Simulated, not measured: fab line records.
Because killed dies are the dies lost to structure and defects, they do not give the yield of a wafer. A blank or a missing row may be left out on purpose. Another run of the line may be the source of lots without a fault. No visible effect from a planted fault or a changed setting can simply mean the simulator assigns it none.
Chamber matching || flow n5_finfet || N5_HKMG_FIN_CMP_94 on cmp-04: 4 sister chambers
The step polishes, stops on SiNx, t overpolish 4.7 s, target thk 43.299 nm. 8 wafers are shown with their chamber, then 7 later ones without.

## EACH WAFER AND ITS CHAMBER
{"wafer": "L206.1", "chamber": 1, "motor_current_A (A)": 12.4, "platen_rpm (rpm)": 50.26}
{"wafer": "L206.2", "chamber": 3, "motor_current_A (A)": 9.4, "platen_rpm (rpm)": 50.31}
{"wafer": "L210.6", "chamber": 2, "motor_current_A (A)": 11.9, "platen_rpm (rpm)": 50.28}
{"wafer": "L215.3", "chamber": 0, "motor_current_A (A)": 10.9, "platen_rpm (rpm)": 50.27}
{"wafer": "L215.5", "chamber": 0, "motor_current_A (A)": 11.3, "platen_rpm (rpm)": 50.29}
{"wafer": "L215.6", "chamber": 3, "motor_current_A (A)": 9.3, "platen_rpm (rpm)": 50.26}
{"wafer": "L219.3", "chamber": 1, "motor_current_A (A)": 11.2, "platen_rpm (rpm)": 50.25}
{"wafer": "L219.4", "chamber": 2, "motor_current_A (A)": 11.8, "platen_rpm (rpm)": 50.34}

## WAFERS MISSING THEIR CHAMBER
{"wafer": "L219.5", "motor_current_A (A)": 9.2, "platen_rpm (rpm)": 50.28}
{"wafer": "L222.1", "motor_current_A (A)": 11.6, "platen_rpm (rpm)": 50.31}
{"wafer": "L222.2", "motor_current_A (A)": 11.4, "platen_rpm (rpm)": 50.33}
{"wafer": "L222.5", "motor_current_A (A)": 11.3, "platen_rpm (rpm)": 50.25}
{"wafer": "L226.1", "motor_current_A (A)": 12.0, "platen_rpm (rpm)": 50.30}
{"wafer": "L226.4", "motor_current_A (A)": 11.2, "platen_rpm (rpm)": 50.26}
{"wafer": "L226.6", "motor_current_A (A)": 9.7, "platen_rpm (rpm)": 50.29}

## THE CHAMBER EACH PASSED THROUGH
{"wafer": "L219.5", "from the rows above": 3, "in truth": 3}
{"wafer": "L222.1", "from the rows above": "can't be placed: 2 or 0 or 1", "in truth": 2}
{"wafer": "L222.2", "from the rows above": "can't be placed: 2 or 0 or 1", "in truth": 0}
{"wafer": "L222.5", "from the rows above": "can't be placed: 1 or 0 or 2", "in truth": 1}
{"wafer": "L226.1", "from the rows above": "can't be placed: 2 or 1 or 0", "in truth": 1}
{"wafer": "L226.4", "from the rows above": "can't be placed: 0 or 1 or 2", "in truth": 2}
{"wafer": "L226.6", "from the rows above": 3, "in truth": 3}
Correct placement for 2 of the 7. Cannot be placed on the basis of these rows: 5; the candidates contain the true chamber in 5. Placed wrongly: 0.
How it was worked out, from the rows above alone: a wafer's distance from a chamber is the root of the sum, over the readings, of the square of ((its reading less the chamber's mean) divided by the reading's scatter). If the next closest chamber is less than 2 further off than the closest, the wafer can't be placed; otherwise it belongs to the closest. A chamber's mean is the mean of its shown wafers. The scatter is the square root of a quotient: the sum, over the shown wafers, of each reading's squared deviation from its chamber's mean, divided by wafers minus chambers.
